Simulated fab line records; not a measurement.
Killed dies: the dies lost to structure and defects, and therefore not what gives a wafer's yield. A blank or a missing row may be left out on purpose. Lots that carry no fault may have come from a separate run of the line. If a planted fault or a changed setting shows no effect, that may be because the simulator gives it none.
The same fault as seen by 2 desks ; flow nand harc ; only its own numbers are on each desk; what lay behind them is given at the end

TOOL OWNER'S DESK, rie diel-04
The tool's own readings at NHARC_P_BONDPAD_ETCH_24 (etches the open film in CF4/N2, target depth 30 nm, time 72.99 s): means of the sampled wafers that have a number, for each lot that ran on this tool. Marked OUT: a lot whose mean sits more than 4 standard deviations from the usual mean, which makes it out of limits; the brackets give that distance.
Columns: A = chamber pressure mTorr at NHARC_P_BONDPAD_ETCH_24, usual 29.998 mTorr; B = drypump motor current A at NHARC_P_BONDPAD_ETCH_24, usual 5.74 A; C = oes product au at NHARC_P_BONDPAD_ETCH_24, usual 0.999 a.u.; D = rf vpp V at NHARC_P_BONDPAD_ETCH_24, usual 313.6 V; E = run length s at NHARC_P_BONDPAD_ETCH_24, usual 94.1 s; F = showerhead plenum p Torr at NHARC_P_BONDPAD_ETCH_24, usual 2.60 Torr; G = throttle valve pct at NHARC_P_BONDPAD_ETCH_24, usual 19.795 %
lot;first seen here;A;B;C;D;E;F;G
L595;day 7 07:01;29.982;5.68;0.989;313.1;94.1;2.58;19.804
L606;day 10 12:17;30.009;5.66;1.007;313.2;95.6;2.57;19.800
L605;day 10 16:19;30.001;5.68;1.004;314.6;95.2;2.65;19.783
Finding of this desk: none of the 3 lots has anything out of limits.

AT THE METROLOGY DESK
What the gauges read for every lot (on any tool): the sampled wafers with a number, averaged. Marked OUT: a lot whose mean sits more than 4 standard deviations from the usual mean, which makes it out of limits; the brackets give that distance.
Columns: A = cd nm at NHARC_P_BONDPAD_CD_MEAS_09, usual 500.1 nm; B = overlay x nm at NHARC_P_BONDPAD_OVL_MEAS_38, usual 1 nm; C = overlay y nm at NHARC_P_BONDPAD_OVL_MEAS_38, usual -1 nm; D = cd nm at NHARC_P_BONDPAD_CD_MEAS_13, usual 500.2 nm
lot;first seen here;A;B;C;D
L592;day 6 20:08;501.1;8;-8;499.8
L595;day 7 06:03;500.5;10;5;501.4
L606;day 10 11:23;501.5;1;-4;501.3
L605;day 10 15:33;501.4;-8;7;501.2
L610;day 11 01:22;500.1;-1;0;500.0
L614;day 11 23:27;500.9;0;2;500.8
Finding of this desk: none of the 6 lots has anything out of limits.

ALL TOGETHER
Nothing out of limits was seen by the tool owner's desk.
The metrology desk saw nothing out of limits.

WHAT HAD BEEN PUT IN BY THE SIMULATOR
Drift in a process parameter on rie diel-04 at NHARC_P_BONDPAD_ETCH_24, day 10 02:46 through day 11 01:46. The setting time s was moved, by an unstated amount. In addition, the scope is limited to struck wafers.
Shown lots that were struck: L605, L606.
